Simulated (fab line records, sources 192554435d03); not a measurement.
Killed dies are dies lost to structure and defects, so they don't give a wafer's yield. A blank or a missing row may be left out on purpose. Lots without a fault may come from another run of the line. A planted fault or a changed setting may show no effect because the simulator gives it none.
One fault seen from 2 desks | flow n5_finfet | each desk has only its own numbers; what lay behind them comes last

THE METROLOGY DESK
What the gauges read, lot by lot, whatever tool the lot ran on: means of the sampled wafers that have a number. A lot is out of limits, marked OUT, if its mean lies more than 4 standard deviations from the usual mean; the brackets give that distance. Of its 12 readings 7 are shown: the one that was out of limits first, and those that lie furthest out on some lot.
Columns: A = cd_nm at N5_ZERO_LAYER_CD_MEAS_11, usual 2000.9 nm; B = CJ_P at N5_BEOL_M4_RC_MEAS_101, usual 5.85; C = IOFF_N at N5_BEOL_M4_RC_MEAS_101, usual 0.16 nA/um; D = IOFF_P at N5_BEOL_M4_RC_MEAS_101, usual 0.21 nA/um; E = ION_P at N5_BEOL_M4_RC_MEAS_101, usual 461 uA/um; F = VT_N at N5_BEOL_M4_RC_MEAS_101, usual 250 mV; G = VT_P at N5_BEOL_M4_RC_MEAS_101, usual -251 mV
lot  | first seen here | A      | B               | C    | D    | E   | F   | G
L407 | day 1 12:39     | 2001.5 | 6.04            | 0.16 | 0.17 | 459 | 249 | -253
L411 | day 2 12:47     | 2001.0 | 6.00            | 0.18 | 0.24 | 466 | 249 | -247
L412 | day 2 18:38     | 2002.5 | 5.91            | 0.16 | 0.21 | 462 | 251 | -251
L414 | day 3 06:46     | 1999.8 | 5.58            | 0.19 | 0.24 | 467 | 251 | -249
L422 | day 5 06:39     | 2002.9 | 5.09 (-4.7) OUT | 0.20 | 0.27 | 477 | 246 | -245
L424 | day 5 18:46     | 1998.5 | 4.97 (-5.5) OUT | 0.15 | 0.18 | 447 | 252 | -256
L426 | day 6 06:38     | 2004.6 | 5.87            | 0.17 | 0.23 | 460 | 250 | -247
L428 | day 6 18:47     | 2000.5 | 5.78            | 0.14 | 0.19 | 460 | 251 | -254
L430 | day 7 06:47     | 2001.8 | 6.01            | 0.11 | 0.16 | 457 | 256 | -253
This desk's finding: out of limits on L422, L424; first on L424, day 12 09:31 (CJ_P at N5_BEOL_M4_RC_MEAS_101). In limits: L407, L411, L412, L414, L426, L428, L430.

THE TOOL OWNER'S DESK: implanter-02
The tool's own readings at N5_WELL_APT_IMPLANT_15: means of the sampled wafers that have a number, for each lot that ran on this tool. A lot is out of limits, marked OUT, if its mean lies more than 4 standard deviations from the usual mean; the brackets give that distance.
Columns: A = beam_on_s at N5_WELL_APT_IMPLANT_15, usual 10.00 s; B = dose_ions_cm2 at N5_WELL_APT_IMPLANT_15, usual 1.5e+13; C = faraday_current_uA at N5_WELL_APT_IMPLANT_15, usual 190
lot  | first seen here | A     | B                         | C
L407 | day 1 14:07     | 10.12 | 1.5e+13                   | 188
L412 | day 2 20:13     | 9.88  | 1.5e+13                   | 193
L414 | day 3 08:05     | 10.00 | 1.5e+13                   | 190
L422 | day 5 08:35     | 9.94  | 1.1e+13 (-99 or more) OUT | 139 (-13) OUT
L424 | day 5 20:13     | 10.08 | 1.1e+13 (-99 or more) OUT | 138 (-14) OUT
This desk's finding: out of limits on L422, L424; first on L422, day 5 08:35 (dose_ions_cm2 at N5_WELL_APT_IMPLANT_15). In limits: L407, L412, L414.

PUT TOGETHER
The tool owner's desk could have raised an alarm at day 5 08:35, on L422, L424.
The metrology desk could have raised an alarm at day 12 09:31, on L422, L424.
Of the lots named, all ran N5_WELL_APT_IMPLANT_15 on implanter-02.

WHAT THE SIMULATOR HAD PUT IN
Process parameter drift: implanter-02, from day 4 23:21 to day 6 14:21, at N5_WELL_APT_IMPLANT_15. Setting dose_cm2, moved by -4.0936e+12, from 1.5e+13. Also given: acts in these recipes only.
Lots struck among those shown: L422, L424.
Hours from the fault's start to each desk's first reading out of limits: the tool owner's desk, 9; the metrology desk, 178.
